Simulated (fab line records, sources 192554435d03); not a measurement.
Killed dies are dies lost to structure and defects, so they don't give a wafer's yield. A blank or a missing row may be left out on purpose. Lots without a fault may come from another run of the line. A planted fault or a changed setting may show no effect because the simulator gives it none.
One fault seen from 2 desks | flow n5_finfet | each desk has only its own numbers; what lay behind them comes last

THE METROLOGY DESK
What the gauges read, lot by lot, whatever tool the lot ran on: means of the sampled wafers that have a number. A lot is out of limits, marked OUT, if its mean lies more than 4 standard deviations from the usual mean; the brackets give that distance.
Columns: A = M7_THK at N5_BEOL_M7_THK_MEAS_53, usual 78.9 nm; B = M7_RS at N5_BEOL_M7_RS_MEAS_57, usual 0.290 ohm/sq
lot  | first seen here | A    | B
L848 | day 9 21:23     | 76.7 | 0.300
L847 | day 10 05:37    | 78.0 | 0.294
L855 | day 11 15:28    | 79.7 | 0.287
L863 | day 14 00:25    | 78.7 | 0.288
L865 | day 14 06:56    | 77.4 | 0.295
L868 | day 14 16:56    | 78.5 | 0.290
This desk's finding: nothing out of limits on any of the 6 lots.

THE TOOL OWNER'S DESK: pecvd-02
The tool's own readings at N5_BEOL_M7_DEP_56 (deposits SiCN from 3MS/NH3, target thk 10 nm, time 17.5 s): means of the sampled wafers that have a number, for each lot that ran on this tool. A lot is out of limits, marked OUT, if its mean lies more than 4 standard deviations from the usual mean; the brackets give that distance.
Columns: A = rf_fwd_power_W at N5_BEOL_M7_DEP_56, usual 199.9 W; B = showerhead_plenum_p_Torr at N5_BEOL_M7_DEP_56, usual 3.660 Torr; C = showerhead_vpp_V at N5_BEOL_M7_DEP_56, usual 845 V; D = throttle_valve_pct at N5_BEOL_M7_DEP_56, usual 9.1 %
lot  | first seen here | A     | B     | C   | D
L848 | day 9 21:26     | 199.8 | 3.656 | 830 | 9.1
L847 | day 10 05:42    | 200.1 | 3.661 | 829 | 9.1
L855 | day 11 15:32    | 199.2 | 3.661 | 828 | 9.2
L863 | day 14 00:29    | 200.4 | 3.663 | 777 | 9.0
L865 | day 14 06:59    | 200.2 | 3.670 | 839 | 9.5
This desk's finding: nothing out of limits on any of the 5 lots.

PUT TOGETHER
The metrology desk saw nothing out of limits.
The tool owner's desk saw nothing out of limits.

WHAT THE SIMULATOR HAD PUT IN
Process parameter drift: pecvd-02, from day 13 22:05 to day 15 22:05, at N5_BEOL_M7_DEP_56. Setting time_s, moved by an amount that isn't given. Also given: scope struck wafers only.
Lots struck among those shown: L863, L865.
